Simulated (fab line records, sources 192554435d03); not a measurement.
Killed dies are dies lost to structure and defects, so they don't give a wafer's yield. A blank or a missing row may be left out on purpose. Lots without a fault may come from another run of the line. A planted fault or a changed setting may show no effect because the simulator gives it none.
Split-lot experiment | flow n5_finfet | 7 lots, 21 wafers read, on a route of 1938 steps

THE SPLIT
At N5_PASSIVATION_PECVD_00 (deposits SiO2 from SiH4/N2O, target thk 200 nm, time 11.2 s), the setting time_s was moved away from the recipe's 11.2 s on 5 of the 21 wafers read, by +7.4% to +14.4%. The other wafers ran this setting at the recipe's value.

The reading is taken at the split's own step.

THE READING
SiO2_of_PASSIVATION_PECVD_00.thk_nm (the simulator's own value, which no gauge read), in nm, at N5_PASSIVATION_PECVD_00 (deposits SiO2 from SiH4/N2O, target thk 200 nm, time 11.2 s). The file gives no usual value for it. The 16 wafers here that ran the recipe average 199.0 nm, standard deviation 3.3 nm.

wafer  | tool, chamber at the split | time_s as run, s | against the recipe | SiO2_of_PASSIVATION_PECVD_00.thk_nm, nm | against lot-mates on the recipe
L085.1 | pecvd-03, 1                | 11.2             | recipe             | 202                                     | -
L085.2 | pecvd-03, 2                | 11.2             | recipe             | 193                                     | -
L085.3 | pecvd-03, 0                | 11.2             | recipe             | 196.4                                   | -
L084.3 | pecvd-03, 2                | 11.2             | recipe             | 192.2                                   | -
L084.4 | pecvd-03, 2                | 11.2             | recipe             | 195.8                                   | -
L084.5 | pecvd-03, 1                | 11.2             | recipe             | 202.4                                   | -
L086.3 | pecvd-02, 2                | 11.2             | recipe             | 199.2                                   | -
L086.4 | pecvd-02, 0                | 11.2             | recipe             | 202.6                                   | -
L086.5 | pecvd-02, 1                | 11.2             | recipe             | 203.8                                   | -
L089.1 | pecvd-02, 0                | 11.2             | recipe             | 199                                     | -
L089.5 | pecvd-02, 0                | 12.03            | +7.4%              | 215.4                                   | +17.2
L089.6 | pecvd-02, 2                | 11.2             | recipe             | 197.4                                   | -
L090.2 | pecvd-02, 1                | 11.2             | recipe             | 198.6                                   | -
L090.4 | pecvd-02, 0                | 12.81            | +14.4%             | 230.8                                   | +32.2
L090.5 | pecvd-02, 1                | 12.81            | +14.4%             | 232.2                                   | +33.6
L096.1 | pecvd-03, 0                | 12.15            | +8.5%              | 217.2                                   | +17.2
L096.2 | pecvd-03, 2                | 11.2             | recipe             | 198.4                                   | -
L096.6 | pecvd-03, 1                | 11.2             | recipe             | 201.6                                   | -
L097.2 | pecvd-02, 0                | 11.2             | recipe             | 199.8                                   | -
L097.4 | pecvd-02, 1                | 11.2             | recipe             | 201.2                                   | -
L097.5 | pecvd-02, 2                | 12.7             | +13.4%             | 229.2                                   | +28.7

THE FIT
A straight line over all 21 wafers: SiO2_of_PASSIVATION_PECVD_00.thk_nm changes by +2.25 nm for each +1% of time_s; r = +0.97; the points scatter about the line by 3 nm.
The same after taking each lot's own level away (the mean of its wafers on the recipe; 21 wafers): +2.23 nm for each +1%; r = +0.98; scatter 2.5 nm.
On that fit, the largest move of time_s shifts the reading by 32 nm.
The lots' own levels span 196.80 to 201.87 nm, that is 1.5 times the standard deviation above.
So the lot-to-lot level changes the slope little: the two slopes agree.
Check: with one of the wafers moved furthest among these (+14.4%) left out of the fit, the line predicts +32 nm for it against its lot-mates. It came out at +32.2 nm against them.

OTHER SPLITS ON THESE WAFERS
These wafers also went through other splits before the reading. Each is held against what the fit with the lots' levels taken away leaves over:
other split on the same wafers     | wafers away from the commonest value | r with SiO2_of_PASSIVATION_PECVD_00.thk_nm (lot level and that fit taken away)
N5_BEOL_M7_EXPOSE_08 dose_mj       | 4                                    | +0.18
N5_BEOL_M7_VIA_ETCH_34 time_s      | 5                                    | -0.10
N5_BEOL_M7_TRENCH_ETCH_37 source_w | 5                                    | -0.16
N5_BEOL_M11_EXPOSE_25 dose_mj      | 5                                    | +0.15
N5_BEOL_M12_SPUTTER_43 time_s      | 8                                    | +0.32
N5_BEOL_M13_SPUTTER_43 time_s      | 11                                   | -0.24
N5_BEOL_M14_DEP_53 time_s          | 4                                    | -0.21
N5_BEOL_M15_ILD_DEP_00 time_s      | 8                                    | -0.42

THE FILE'S OWN FIT
SiO2_of_PASSIVATION_PECVD_00.thk_nm changes by +2.2 nm for each +1% of time_s, r = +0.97.
